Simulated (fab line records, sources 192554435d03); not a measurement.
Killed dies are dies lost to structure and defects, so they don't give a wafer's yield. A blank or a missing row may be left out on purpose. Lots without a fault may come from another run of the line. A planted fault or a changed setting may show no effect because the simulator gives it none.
fab line records | flow n5_finfet
record lots=7 wafers=39
route steps=1938 shown BEOL_M1@838 BEOL_M6@1194 BEOL_M10@1501 BEOL_M11@1539
start_h: hours from the record's first day to the start of the lot's first wafer shown | wait_h: hours since the lot's step before | " the same as in the row above | L1.1+2: a row that stands for several wafers | - no value, or no start given | * or withheld: withheld | < > ~ a bound
route shown NAME@n: a module of which the file shows steps, and the number in the route of the first | usual: mean/standard deviation of fault-free wafers | same: alike in all rows | chamber/n: place in a boat | sites: the reading at each site | _std_site: their standard deviation | _edge_site: outer sites' mean less inner sites' | radius_mm: how far each site lies from the wafer's centre | mask NAME#n: copy n | behind: the tool/chamber that last shaped the wafer | hold: why the lot was held/for how many hours/how that ended | device: the transistor (n, p or np) that didn't switch | end of line: the same wafers' tests at the end of the route | a step without rows: its recipe alone | killed: dies lost to structure and defects at the first sort, not the wafer's yield | map: a wafer's dies, x killed, . not, _ none there
set.NAME: the setting as run; set.NAME@STEP: as run at that earlier step | model.NAME: the simulator's own value behind a step, which no gauge read
lots whose settings were changed on purpose; a table a step, a row a wafer
## steps
# step N5_BEOL_M1_DEP_57
# recipe material=SiCN target_thk_a=80 temp_c=withheld precursor=3MS/NH3 pressure_torr=3 rf_w=202 time_s=14
# columns lot.wafer tool chamber start_h wait_h set.target_thk_a model.SiCN_of_BEOL_M1_DEP_57.thk_nm
L075.1 pecvd-02 1 140.63 0.0 80 7.8
L075.2 " 2 " " 102.3 10.2
L075.3+6 " 1 " " 80 8.2
L075.4+5 " 2 " " 102.3 10.4
L074.2 pecvd-03 1 140.70 0.0 80 8.2
L074.3 " 2 " " 80 8
L074.5 " 1 " " 80 8.4
L077.1+5 pecvd-02 0 152.67 0.0 80 7.8
L077.2+3 " 1,2 " " 55.38 5.4
L077.4 " 1 " " 55.38 5.8
L077.6 " 2 " " 80 8
L079.1 pecvd-02 0 156.81 0.0 93.13 9
L079.2+4 " 1,2 " " 80 8
L079.3 " 2 " " 80 7.8
L079.5 " 0 " " 93.13 9.2
L079.6 " 1 " " 93.13 9.6
L085.1 pecvd-01 2 198.54 0.0 114.4 11.2
L085.2+3 " 0,1 " " 114.4 11.4
L085.4 " 1 " " 80 7.8
L085.5+6 " 0,2 " " 80 8
L091.1 pecvd-03 0 236.85 0.0 80 7.8
L091.2+4 " 2,0 " " 80 8
L091.3 " 1 " " 122.3 12
L091.5 " 2 " " 122.3 12.4
L091.6 " 1 " " 122.3 12.2
L094.1+2 pecvd-02 2,0 252.11 0.0 67.84 6.6
L094.3+4+5 " 1,1,2 " " 80 7.8
L094.6 " 0 " " 67.84 6.8
# step N5_BEOL_M6_ILD_DEP_00
# recipe material=SiCOH_lowk target_thk_a=1797.5 temp_c=300 precursor=DEMS/porogen pressure_torr=5 rf_w=500 time_s=33.4
# columns lot.wafer tool chamber start_h wait_h set.target_thk_a model.SiCOH_lowk_of_BEOL_M6_ILD_DEP_00.thk_nm
L074.2 pecvd-04 1 192.98 0.0 1797.5 179
L074.3 " 0 " " 1797.5 177.8
L074.5 " 1 " " 1797.5 181.2
L075.1 pecvd-04 0 193.41 0.0 1797.5 176.2
L075.2 " 2 " " 940.3 92.2
L075.3 " 1 " " 940.3 94.2
L075.4 " 1 " " 940.3 98
L075.5 " 0 " " 1797.5 182.6
L075.6 " 2 " " 1797.5 182
L077.1 pecvd-03 2 203.39 0.0 1797.5 178.6
L077.2 " 0 " " 1797.5 178.2
L077.3 " 1 " " 2802 278.4
L077.4 " 1 " " 1797.5 179.6
L077.5 " 0 " " 2802 282.6
L077.6 " 2 " " 2802 282.4
L079.1 pecvd-03 0 230.12 0.0 838.6 81.8
L079.2+5 " 2 " " 1797.5 179.8
L079.3 " 1 " " 1797.5 178.4
L079.4 " 0 " " 838.6 83.6
L079.6 " 1 " " 838.6 81.6
L085.1 pecvd-01 0 273.93 0.0 1797.5 179.6
L085.2 " 2 " " 2684 269.2
L085.3 " 1 " " 2684 266.2
L085.4 " 1 " " 2684 269.6
L085.5+6 " 0,2 " " 1797.5 181.2
L091.1 pecvd-04 0 312.84 0.0 2831 281.6
L091.2 " 2 " " 2831 282.6
L091.3 " 0 " " 2831 283.4
L091.4 " 2 " " 1797.5 181
L091.5 " 0 " " 1797.5 179.8
L091.6 " 2 " " 1797.5 181.4
L094.1 pecvd-04 0 317.29 0.0 1797.5 178.6
L094.2 " 2 " " 1392 138
L094.3 " 2 " " 1392 137.2
L094.4 " 0 " " 1797.5 180.4
L094.5 " 2 " " 1797.5 181.2
L094.6 " 0 " " 1392 139.2
# step N5_BEOL_M6_CURE_74
# recipe temp_c=385 time_s=240 ambient=He/Ar material=SiCOH_lowk
# columns lot.wafer tool chamber start_h wait_h set.target_thk_a@BEOL_M6_ILD_DEP_00 model.SiCOH_lowk_of_BEOL_M6_ILD_DEP_00.thk_nm
L074.2 uv_cure-01 2 193.13 0.1 1797.5 154.4
L074.3 " 2 " " 1797.5 153.4
L074.5 " 2 " " 1797.5 156.2
L075.1 uv_cure-02 0 193.47 0.0 1797.5 152
L075.2 " 0 " " 940.3 79.2
L075.3 " 0 " " 940.3 80.8
L075.4 " 0 " " 940.3 84.2
L075.5 " 0 " " 1797.5 157.4
L075.6 " 0 " " 1797.5 156.8
L077.1 uv_cure-01 1 203.46 0.0 1797.5 154
L077.2 " 1 " " 1797.5 153.6
L077.3 " 1 " " 2802 241.4
L077.4 " 1 " " 1797.5 154.8
L077.5+6 " 1 " " 2802 245
L079.1 uv_cure-03 0 230.19 0.0 838.6 70.2
L079.2+5 " 0 " " 1797.5 155.2
L079.3 " 0 " " 1797.5 153.8
L079.4 " 0 " " 838.6 71.6
L079.6 " 0 " " 838.6 70
L085.1 uv_cure-03 0 274.00 0.0 1797.5 154.8
L085.2 " 0 " " 2684 233.2
L085.3 " 0 " " 2684 230.6
L085.4 " 0 " " 2684 233.6
L085.5+6 " 0 " " 1797.5 156.4
L091.1 uv_cure-01 2 312.93 0.1 2831 244.4
L091.2 " 2 " " 2831 245.2
L091.3 " 2 " " 2831 245.8
L091.4 " 2 " " 1797.5 156
L091.5 " 2 " " 1797.5 155
L091.6 " 2 " " 1797.5 156.4
L094.1 uv_cure-01 2 317.37 0.1 1797.5 154
L094.2 " 2 " " 1392 118.8
L094.3 " 2 " " 1392 118
L094.4 " 2 " " 1797.5 155.6
L094.5 " 2 " " 1797.5 156.2
L094.6 " 2 " " 1392 119.8
# step N5_BEOL_M6_THK_MEAS_01
# recipe reads=SiCOH_lowk_of_BEOL_M6_ILD_DEP_00
# usual M6_ILD_THK=154.8/1.7
# columns lot.wafer tool chamber start_h wait_h set.target_thk_a@BEOL_M6_ILD_DEP_00 M6_ILD_THK[nm]
L074.2 film_metro-02 - 193.56 0.4 1797.5 154.4
L074.3 " - " " 1797.5 153.5
L074.5 " - " " 1797.5 156.1
L075.1 film_metro-02 - 193.98 0.4 1797.5 151.9
L075.2 " - " " 940.3 79.2
L075.3 " - " " 940.3 80.7
L075.4 " - " " 940.3 84.2
L075.5 " - " " 1797.5 157.6
L075.6 " - " " 1797.5 156.8
L077.1 film_metro-02 - 203.97 0.4 1797.5 154.0
L077.2 " - " " 1797.5 153.7
L077.3 " - " " 2802 241.4
L077.4 " - " " 1797.5 154.9
L077.5 " - " " 2802 245.2
L077.6 " - " " 2802 245.2
L079.1 film_metro-01 - 230.70 0.4 838.6 70.1
L079.2 " - " " 1797.5 155.1
L079.3 " - " " 1797.5 153.9
L079.4 " - " " 838.6 71.6
L079.5 " - " " 1797.5 155.0
L079.6 " - " " 838.6 70.0
L085.1 film_metro-01 - 274.52 0.4 1797.5 154.9
L085.2 " - " " 2684 233.3
L085.3 " - " " 2684 230.6
L085.4 " - " " 2684 233.9
L085.5 " - " " 1797.5 156.5
L085.6 " - " " 1797.5 156.3
L091.1 film_metro-01 - 313.44 0.4 2831 244.2
L091.2 " - " " 2831 245.0
L091.3 " - " " 2831 245.7
L091.4 " - " " 1797.5 156.1
L091.5 " - " " 1797.5 155.1
L091.6 " - " " 1797.5 156.4
L094.1 film_metro-02 - 317.88 0.4 1797.5 154.1
L094.2 " - " " 1392 118.7
L094.3 " - " " 1392 118.0
L094.4 " - " " 1797.5 155.4
L094.5 " - " " 1797.5 156.2
L094.6 " - " " 1392 119.8
# step N5_BEOL_M6_DESCUM_33
# recipe chemistry=O2 time_s=7 source_power_w=50 bias_power_w=20 pressure_mtorr=20 rf_frequency_hz=2.712e+07 temp_c=40 resist=CAR-EUV o2_flow_sccm=225
# columns lot.wafer tool chamber start_h wait_h set.time_s model.CAR-EUV_of_BEOL_M6_COAT_22.thk_nm
L074.2+3+5 rie_diel-05 0,3,0 197.71 0.2 7 25.8
L075.1+4 rie_diel-01 2,1 197.81 0.1 7 26
L075.2+3+6 " 0,3,1 " " 4.512 27.2
L075.5 " 2 " " 7 25.8
L077.1+2+6 rie_diel-01 2,1,0 208.59 0.0 3.28 27.8
L077.3+4+5 " 3,0,1 " " 7 26
L079.1+5 rie_diel-05 2,1 236.14 0.5 7 26
L079.2+4 " 3,0 " " 4.691 27.4
L079.3 " 1 " " 7 26.2
L079.6 " 2 " " 4.691 27.2
L085.1+2+3 rie_diel-04 3,0,2 280.10 0.0 7 26
L085.4+5+6 " 1,1,0 " " 7 25.8
L091.1 rie_diel-04 1 319.74 0.0 7 26
L091.2+5 " 2 " " 7 26.2
L091.3+6 " 3 " " 5.086 27.2
L091.4 " 0 " " 5.086 27
L094.1+2+3+4+5+6 rie_diel-01 0,2,3,1,1,2 323.91 0.1 7 26
# step N5_BEOL_M10_DEVELOP_27
# recipe develop_time_s=30 developer=TMAH resist=CAR-ArF rinse_liquid=diw dry=air_spin dev_temp_c=23
# columns lot.wafer tool chamber start_h wait_h set.develop_time_s
L074.2+3+5 litho_track-02 0 - - 30
L075.1+2+3 litho_track-02 0 - - 30
L075.4+5+6 " 0 " " 42.98
L077.1+3+5 litho_track-01 0 - - 43
L077.2+4+6 " 0 " " 30
L079.1+3+6 litho_track-05 0 - - 30
L079.2+4+5 " 0 " " 39.55
L085.1+3+6 litho_track-02 0 - - 30
L085.2+4+5 " 0 " " 34.63
L091.1+4+6 litho_track-02 0 - - 30
L091.2+3+5 " 0 " " 22.85
L094.1+3+6 litho_track-01 0 - - 30
L094.2+4+5 " 0 " " 41.53
# step N5_BEOL_M10_CD_MEAS_28
# recipe target_cd_nm=70 landing_energy_ev=500 detector=se_inlens polarity=opening
# usual cd_nm=69.7/0.71
# columns lot.wafer tool chamber start_h wait_h set.develop_time_s@BEOL_M10_DEVELOP_27 cd_nm
L074.2 cd_sem-02 0 228.82 - 30 69.4
L074.3 " 0 " " 30 69.7
L074.5 " 0 " " 30 70.5
L075.1 cd_sem-02 0 235.15 - 30 70.6
L075.2 " 0 " " 30 69.8
L075.3 " 0 " " 30 69.4
L075.4 " 0 " " 42.98 72.4
L075.5 " 0 " " 42.98 72.2
L075.6 " 0 " " 42.98 72.2
L077.1 cd_sem-02 0 241.65 - 43 71.9
L077.2 " 0 " " 30 68.9
L077.3 " 0 " " 43 72.6
L077.4 " 0 " " 30 69.4
L077.5 " 0 " " 43 72.2
L077.6 " 0 " " 30 68.7
L079.1 cd_sem-02 0 269.38 - 30 71.5
L079.2 " 0 " " 39.55 72.0
L079.3 " 0 " " 30 69.0
L079.4 " 0 " " 39.55 71.9
L079.5 " 0 " " 39.55 72.6
L079.6 " 0 " " 30 70.0
L085.1 cd_sem-03 0 316.13 - 30 69.1
L085.2 " 0 " " 34.63 69.6
L085.3 " 0 " " 30 68.0
L085.4 " 0 " " 34.63 70.0
L085.5 " 0 " " 34.63 70.4
L085.6 " 0 " " 30 69.5
L091.1 cd_sem-02 0 349.37 - 30 70.1
L091.2 " 0 " " 22.85 68.4
L091.3 " 0 " " 22.85 69.7
L091.4 " 0 " " 30 70.0
L091.5 " 0 " " 22.85 68.5
L091.6 " 0 " " 30 69.5
L094.1 cd_sem-01 0 359.56 - 30 70.6
L094.2 " 0 " " 41.53 71.9
L094.3 " 0 " " 30 69.8
L094.4 " 0 " " 41.53 72.3
L094.5 " 0 " " 41.53 71.9
L094.6 " 0 " " 30 69.3
# step N5_BEOL_M11_PECVD_70
# recipe material=SiO2 target_thk_a=200 temp_c=400 precursor=TEOS/O2 pressure_torr=5.5 rf_w=450 teos_flow_sccm=53.8 gas=O2 flow_sccm=3000 time_s=22.7
# columns lot.wafer tool chamber start_h wait_h set.time_s model.SiO2_of_BEOL_M11_PECVD_70.thk_nm
L074.2+3+5 pecvd-02 0,1,1 234.72 0.0 22.7 20
L075.1 pecvd-04 1 239.28 0.0 28.62 25
L075.2 " 2 " " 28.62 24.8
L075.3 " 0 " " 22.7 20
L075.4 " 1 " " 28.62 25.2
L075.5 " 0 " " 22.7 20.4
L075.6 " 2 " " 22.7 20.2
L077.1 pecvd-02 0 247.65 0.0 22.7 20.2
L077.2+3 " 1,2 " " 32.99 28.8
L077.4 " 1 " " 32.99 29
L077.5 " 2 " " 22.7 20.4
L077.6 " 0 " " 22.7 20.6
L079.1+4 pecvd-03 2,1 273.22 0.0 22.7 20
L079.2 " 1 " " 31.79 27.2
L079.3 " 0 " " 22.7 19.8
L079.5+6 " 0,2 " " 31.79 27.8
L085.1 pecvd-04 2 319.90 0.0 22.7 20
L085.2+3 " 0 " " 16.55 14.8
L085.4+5 " 2 " " 22.7 20.4
L085.6 " 0 " " 16.55 15.2
L091.1 pecvd-02 2 353.04 0.0 12.49 11.2
L091.2 " 0 " " 22.7 20
L091.3+6 " 1 " " 22.7 20.4
L091.4 " 0 " " 12.49 11.4
L091.5 " 2 " " 12.49 11.6
L094.1 pecvd-04 2 364.69 0.0 27.41 23.8
L094.2+4 " 0,1 " " 22.7 20
L094.3 " 1 " " 22.7 19.8
L094.5 " 0 " " 27.41 24.2
L094.6 " 2 " " 27.41 24
# step N5_BEOL_M11_HM_DEP_02
# recipe material=TiN target_thk_a=200 temp_c=25 chamber_pressure_pa=0.49996
# step N5_BEOL_M11_COAT_59
# recipe resist=SOC temp_c=250 time_s=60 spin_rpm=1500 resist_thk_nm=100
# step N5_BEOL_M11_ECD_50
# recipe material=Cu target_thk_a=3180
# step N5_BEOL_M11_ANNEAL_51
# recipe temp_c=225 time_s=90 ambient=N2
# step N5_BEOL_M11_CMP_52
# recipe stop_on=SiCOH_lowk t_overpolish_s=7 down_force_psi=1 platen_rpm=50 clearing_platen_down_force_psi=1.5 clearing_platen_rpm=50 post_cmp_clean=cu_alkaline target_thk_nm=140 clearing_platen_pad_velocity_m_s=0.99484 pad_velocity_m_s=0.99484
# usual barrier_field_endpoint_s=28.8/0.68
# columns lot.wafer tool chamber start_h wait_h set.time_s@BEOL_M11_PECVD_70 barrier_field_endpoint_s
L074.2 cmp-01 3 240.31 0.2 22.7 28.6
L074.3 " 0 " " 22.7 28.9
L074.5 " 0 " " 22.7 28.9
L075.1 cmp-03 2 245.45 0.3 28.62 34.3
L075.2 " 3 " " 28.62 34.2
L075.3 " 0 " " 22.7 29.0
L075.4 " 1 " " 28.62 34.9
L075.6 " 2 " " 22.7 28.2
L075.5 " 3 " " 22.7 28.5
L077.2 cmp-01 0 254.06 0.2 32.99 38.5
L077.1 " 1 " " 22.7 28.6
L077.3 " 2 " " 32.99 39.0
L077.4 " 3 " " 32.99 38.9
L077.5 " 0 " " 22.7 29.2
L077.6 " 1 " " 22.7 28.7
L079.2 cmp-03 3 282.84 0.2 31.79 37.5
L079.3 " 0 " " 22.7 28.7
L079.4 " 1 " " 22.7 28.8
L079.1 " 2 " " 22.7 28.2
L079.5 " 3 " " 31.79 39.1
L079.6 " 0 " " 31.79 39.0
L085.4 cmp-04 2 328.46 0.1 22.7 30.7
L085.3 " 3 " " 16.55 23.0
L085.1 " 0 " " 22.7 28.9
L085.2 " 1 " " 16.55 22.3
L085.6 " 2 " " 16.55 23.3
L085.5 " 3 " " 22.7 30.2
L091.2 cmp-01 0 362.45 0.2 22.7 28.7
L091.1 " 1 " " 12.49 17.6
L091.4 " 2 " " 12.49 17.9
L091.3 " 3 " " 22.7 28.8
L091.6 " 0 " " 22.7 28.7
L091.5 " 1 " " 12.49 18.8
L094.3 cmp-03 1 373.35 0.2 22.7 29.0
L094.1 " 2 " " 27.41 33.4
L094.2 " 3 " " 22.7 29.4
L094.4 " 0 " " 22.7 29.7
L094.5 " 1 " " 27.41 34.1
L094.6 " 2 " " 27.41 34.1
## key
split step=N5_BEOL_M1_DEP_57 setting=target_thk_a stated=80 by=wafer
response step=N5_BEOL_M1_DEP_57 reading=model.SiCN_of_BEOL_M1_DEP_57.thk_nm change=+0.0795 per=1% r=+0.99
split step=N5_BEOL_M6_ILD_DEP_00 setting=target_thk_a stated=1797.5 by=wafer
response step=N5_BEOL_M6_ILD_DEP_00 reading=model.SiCOH_lowk_of_BEOL_M6_ILD_DEP_00.thk_nm change=+1.8 per=1% r=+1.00
response step=N5_BEOL_M6_CURE_74 reading=model.SiCOH_lowk_of_BEOL_M6_ILD_DEP_00.thk_nm change=+1.57 per=1% r=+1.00
response step=N5_BEOL_M6_THK_MEAS_01 reading=M6_ILD_THK change=+1.57 per=1% r=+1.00
split step=N5_BEOL_M6_DESCUM_33 setting=time_s stated=7 by=wafer
response step=N5_BEOL_M6_DESCUM_33 reading=model.CAR-EUV_of_BEOL_M6_COAT_22.thk_nm change=-0.0354 per=1% r=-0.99
split step=N5_BEOL_M10_DEVELOP_27 setting=develop_time_s stated=30 by=wafer
response step=N5_BEOL_M10_CD_MEAS_28 reading=cd_nm change=+0.06 per=1% r=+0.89
split step=N5_BEOL_M11_PECVD_70 setting=time_s stated=22.7 by=wafer
response step=N5_BEOL_M11_PECVD_70 reading=model.SiO2_of_BEOL_M11_PECVD_70.thk_nm change=+0.192 per=1% r=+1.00
response step=N5_BEOL_M11_CMP_52 reading=barrier_field_endpoint_s change=+0.235 per=1% r=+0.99
